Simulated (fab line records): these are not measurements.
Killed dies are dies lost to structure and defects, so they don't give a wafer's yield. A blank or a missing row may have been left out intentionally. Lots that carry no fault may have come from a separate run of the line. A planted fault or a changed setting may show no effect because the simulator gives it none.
Which tool is to blame? | flow nandHarc | 24 lots with 72 wafers sampled at 5 steps, on a route of 1159 steps

WHAT EACH GAUGE READ, for each wafer
NHARC_A_ONON_D1_THK_MEAS_34: measures by ellipsometry.
lot  | measured     | on           | thkNm (nm)
L074 | day 8 07:29  | filmMetro-01 | 201.0 199.2 203.8
L076 | day 8 15:06  | filmMetro-01 | 197.8 196.1 200.1
L075 | day 8 15:06  | filmMetro-01 | 200.9 202.6 203.6
L077 | day 8 21:20  | filmMetro-02 | 199.9 199.7 200.7
L079 | day 8 21:16  | filmMetro-01 | 197.0 199.2 202.2
L078 | day 9 04:10  | filmMetro-02 | 194.4 197.6 198.7
L080 | day 9 12:49  | filmMetro-01 | 199.8 200.7 198.3
L081 | day 9 23:10  | filmMetro-01 | 198.9 205.4 202.0
L082 | day 10 10:06 | filmMetro-01 | 199.0 197.9 201.5
L083 | day 10 10:07 | filmMetro-02 | 197.9 200.9 204.4
L084 | day 10 10:18 | filmMetro-02 | 200.1 199.5 202.6
L087 | day 11 06:01 | filmMetro-02 | 201.8 204.2 200.9
L088 | day 11 05:47 | filmMetro-02 | 198.8 198.9 200.2
L086 | day 11 05:44 | filmMetro-01 | 199.0 200.6 199.4
L085 | day 11 18:07 | filmMetro-02 | 199.9 198.6 200.5
L089 | day 11 23:01 | filmMetro-01 | 198.1 201.0 200.7
L091 | day 12 04:07 | filmMetro-02 | 198.8 201.8 200.7
L090 | day 12 03:59 | filmMetro-01 | 195.0 200.0 199.0
L093 | day 12 19:01 | filmMetro-01 | 204.1 200.6 200.6
L092 | day 12 18:55 | filmMetro-02 | 199.6 202.8 203.7
L094 | day 13 02:31 | filmMetro-02 | 199.2 201.4 206.3
L097 | day 13 18:08 | filmMetro-02 | 203.7 197.3 201.5
L095 | day 13 18:16 | filmMetro-02 | 197.1 197.5 200.6
L096 | day 14 04:29 | filmMetro-01 | 199.6 199.5 200.5

WHAT TOOL EACH LOT RAN ON (gives the tool, then ch and the chambers of the sampled wafers, and finally the start)
lot  | NHARC_P_M1_DEGAS_29         | NHARC_P_M1_PVD_21                      | NHARC_P_M1_PRE_CLEAN_32         | NHARC_P_M1_DEP_33
L074 | pvdSputter-03, day 6 06:59  | pvdSputter-03, day 6 08:37 or earlier  | pecvd-02 ch 0,1,2, day 6 08:37  | pecvd-02 ch 0,1,2, day 6 08:44
L076 | pvdSputter-01, day 6 12:50  | pvdSputter-01, day 6 14:44 or earlier  | pecvd-01 ch 0,1, day 6 14:44    | pecvd-01 ch 0,1, day 6 14:48
L075 | pvdSputter-01, day 6 13:26  | pvdSputter-01, day 6 15:06 or earlier  | pecvd-01 ch 1,2, day 6 15:06    | pecvd-01 ch 1,2, day 6 15:14
L077 | pvdSputter-01, day 6 17:49  | pvdSputter-01, day 6 19:32 or earlier  | pecvd-01 ch 0,1,2, day 6 19:32  | pecvd-01 ch 0,1,2, day 6 19:38
L079 | pvdSputter-03, day 6 22:35  | pvdSputter-03, day 7 00:22 or earlier  | pecvd-03 ch 0,1,2, day 7 00:22  | pecvd-03 ch 0,1,2, day 7 00:29
L078 | pvdSputter-01, day 7 01:56  | pvdSputter-01, day 7 03:34 or earlier  | pecvd-03 ch 0,1,2, day 7 03:34  | pecvd-03 ch 0,1,2, day 7 03:38
L080 | pvdSputter-03, day 7 14:05  | pvdSputter-03, day 7 15:42 or earlier  | pecvd-03 ch 1,2, day 7 15:42    | pecvd-03 ch 1,2, day 7 15:47
L081 | pvdSputter-03, day 7 22:55  | pvdSputter-03, day 8 00:44 or earlier  | pecvd-02 ch 0,1,2, day 8 00:44  | pecvd-02 ch 0,1,2, day 8 00:52
L082 | pvdSputter-02, day 8 04:25  | pvdSputter-02, day 8 06:03 or earlier  | pecvd-02 ch 1,2, day 8 06:03    | pecvd-02 ch 1,2, day 8 06:09
L083 | pvdSputter-02, day 8 07:51  | pvdSputter-02, day 8 09:28 or earlier  | pecvd-01 ch 1,2, day 8 09:28    | pecvd-01 ch 1,2, day 8 09:33
L084 | pvdSputter-01, day 8 09:04  | pvdSputter-01, day 8 10:43 or earlier  | pecvd-02 ch 0,1,2, day 8 10:43  | pecvd-02 ch 0,1,2, day 8 10:50
L087 | pvdSputter-01, day 9 03:46  | pvdSputter-01, day 9 05:25 or earlier  | pecvd-02 ch 0,2, day 9 05:25    | pecvd-02 ch 0,2, day 9 05:33
L088 | pvdSputter-02, day 9 04:16  | pvdSputter-02, day 9 05:53 or earlier  | pecvd-03 ch 1,2, day 9 05:53    | pecvd-03 ch 1,2, day 9 05:58
L086 | pvdSputter-02, day 9 06:22  | pvdSputter-02, day 9 08:05 or earlier  | pecvd-01 ch 0,2, day 9 08:05    | pecvd-01 ch 0,2, day 9 08:10
L085 | pvdSputter-02, day 9 17:03  | pvdSputter-02, day 9 18:48 or earlier  | pecvd-01 ch 0,1,2, day 9 18:48  | pecvd-01 ch 0,1,2, day 9 18:53
L089 | pvdSputter-03, day 10 00:30 | pvdSputter-03, day 10 02:08 or earlier | pecvd-02 ch 0,1,2, day 10 02:08 | pecvd-02 ch 0,1,2, day 10 02:16
L091 | pvdSputter-03, day 10 04:08 | pvdSputter-03, day 10 05:47 or earlier | pecvd-01 ch 0,1, day 10 05:47   | pecvd-01 ch 0,1, day 10 05:53
L090 | pvdSputter-03, day 10 05:01 | pvdSputter-03, day 10 06:42 or earlier | pecvd-02 ch 0,2, day 10 06:42   | pecvd-02 ch 0,2, day 10 06:46
L093 | pvdSputter-03, day 10 16:43 | pvdSputter-03, day 10 18:22 or earlier | pecvd-02 ch 0,1,2, day 10 18:22 | pecvd-02 ch 0,1,2, day 10 18:27
L092 | pvdSputter-01, day 10 21:58 | pvdSputter-01, day 10 23:43 or earlier | pecvd-03 ch 0,1, day 10 23:43   | pecvd-03 ch 0,1, day 10 23:49
L094 | pvdSputter-03, day 11 02:51 | pvdSputter-03, day 11 04:46 or earlier | pecvd-02 ch 1,2, day 11 04:46   | pecvd-02 ch 1,2, day 11 04:50
L097 | pvdSputter-01, day 11 15:55 | pvdSputter-01, day 11 17:32 or earlier | pecvd-02 ch 0,1, day 11 17:32   | pecvd-02 ch 0,1, day 11 17:39
L095 | pvdSputter-03, day 11 16:38 | pvdSputter-03, day 11 18:15 or earlier | pecvd-03 ch 0,1,2, day 11 18:15 | pecvd-03 ch 0,1,2, day 11 18:20
L096 | pvdSputter-01, day 11 22:45 | pvdSputter-01, day 12 00:22 or earlier | pecvd-03 ch 0,1, day 12 00:22   | pecvd-03 ch 0,1, day 12 00:26
- NHARC_P_M1_DEGAS_29: time 60 s.
- NHARC_P_M1_PVD_21: deposits Cu, target thk 30 nm, time 20.49 s.
- NHARC_P_M1_PRE_CLEAN_32: time 12 s.
- NHARC_P_M1_DEP_33: deposits SiCN, target thk 30 nm.

WHAT THE TOOLS THEMSELVES READ (means of the sampled wafers that have a number; where no wafer has one, the mark that the record gives instead)
NHARC_P_M1_DEGAS_29.
lot  | tool          | heaterPowerW (W)
L074 | pvdSputter-03 | 369
L076 | pvdSputter-01 | 325
L075 | pvdSputter-01 | 349
L077 | pvdSputter-01 | 340
L079 | pvdSputter-03 | 334
L078 | pvdSputter-01 | 328
L080 | pvdSputter-03 | 316
L081 | pvdSputter-03 | 358
L082 | pvdSputter-02 | 322
L083 | pvdSputter-02 | 318
L084 | pvdSputter-01 | 357
L087 | pvdSputter-01 | 372
L088 | pvdSputter-02 | 364
L086 | pvdSputter-02 | 375
L085 | pvdSputter-02 | 317
L089 | pvdSputter-03 | 371
L091 | pvdSputter-03 | 356
L090 | pvdSputter-03 | 354
L093 | pvdSputter-03 | 354
L092 | pvdSputter-01 | 338
L094 | pvdSputter-03 | 354
L097 | pvdSputter-01 | 335
L095 | pvdSputter-03 | 341
L096 | pvdSputter-01 | 364

NHARC_P_M1_PVD_21.
lot  | tool          | throttleValvePct (%)
L074 | pvdSputter-03 | 30.4
L076 | pvdSputter-01 | 30.1
L075 | pvdSputter-01 | 30.7
L077 | pvdSputter-01 | 30.1
L079 | pvdSputter-03 | 29.9
L078 | pvdSputter-01 | 30.4
L080 | pvdSputter-03 | 30.4
L081 | pvdSputter-03 | 30.2
L082 | pvdSputter-02 | 30.5
L083 | pvdSputter-02 | 30.4
L084 | pvdSputter-01 | 30.7
L087 | pvdSputter-01 | 31.1
L088 | pvdSputter-02 | 30.7
L086 | pvdSputter-02 | 30.1
L085 | pvdSputter-02 | 30.6
L089 | pvdSputter-03 | 30.3
L091 | pvdSputter-03 | 30.2
L090 | pvdSputter-03 | 30.0
L093 | pvdSputter-03 | 30.6
L092 | pvdSputter-01 | 30.2
L094 | pvdSputter-03 | 30.4
L097 | pvdSputter-01 | 30.4
L095 | pvdSputter-03 | 30.4
L096 | pvdSputter-01 | 31.4

NHARC_P_M1_PRE_CLEAN_32.
lot  | tool     | heaterPowerW (W)
L074 | pecvd-02 | 701
L076 | pecvd-01 | 688
L075 | pecvd-01 | 680
L077 | pecvd-01 | 677
L079 | pecvd-03 | 635
L078 | pecvd-03 | 643
L080 | pecvd-03 | 648
L081 | pecvd-02 | 642
L082 | pecvd-02 | 614
L083 | pecvd-01 | 624
L084 | pecvd-02 | 675
L087 | pecvd-02 | 714
L088 | pecvd-03 | 703
L086 | pecvd-01 | 722
L085 | pecvd-01 | 695
L089 | pecvd-02 | 713
L091 | pecvd-01 | 647
L090 | pecvd-02 | 748
L093 | pecvd-02 | 707
L092 | pecvd-03 | 698
L094 | pecvd-02 | 617
L097 | pecvd-02 | 635
L095 | pecvd-03 | 671
L096 | pecvd-03 | 623

NHARC_P_M1_DEP_33.
lot  | tool     | heaterPowerW (W)
L074 | pecvd-02 | 600
L076 | pecvd-01 | 653
L075 | pecvd-01 | 597
L077 | pecvd-01 | 627
L079 | pecvd-03 | 599
L078 | pecvd-03 | 562
L080 | pecvd-03 | 584
L081 | pecvd-02 | 654
L082 | pecvd-02 | 576
L083 | pecvd-01 | 611
L084 | pecvd-02 | 590
L087 | pecvd-02 | 702
L088 | pecvd-03 | 624
L086 | pecvd-01 | 648
L085 | pecvd-01 | 642
L089 | pecvd-02 | 643
L091 | pecvd-01 | 702
L090 | pecvd-02 | 667
L093 | pecvd-02 | 652
L092 | pecvd-03 | 580
L094 | pecvd-02 | 575
L097 | pecvd-02 | 574
L095 | pecvd-03 | 607
L096 | pecvd-03 | 604

THE ANSWER, worked out from the rows above alone
Rule: what is usual is taken from the lots themselves. Put in order of their means at a reading, lots are off if they are a third of the lots or fewer, leave a main group of 4 or more, and stand apart from it by a gap of 3 or more times the standard deviation of the main group's means; of several such gaps the widest counts. A main group is skipped when, at the precision printed for the reading in the tables above, its means are all equal. A lot without any number at a reading at which 4 lots or more have one is off too. The other lots that the step has rows for count as sound. The gauges are gone through in route order, then the tools' own readings, and for those a lot's mean is taken as printed above. The first step at which some lot is off is used, and at that step the reading that is off furthest; a lot without a number counts as furthest.
Across all readings shown, no lot is off: no conclusion can be drawn from this.

WHAT THE SIMULATOR PUT IN
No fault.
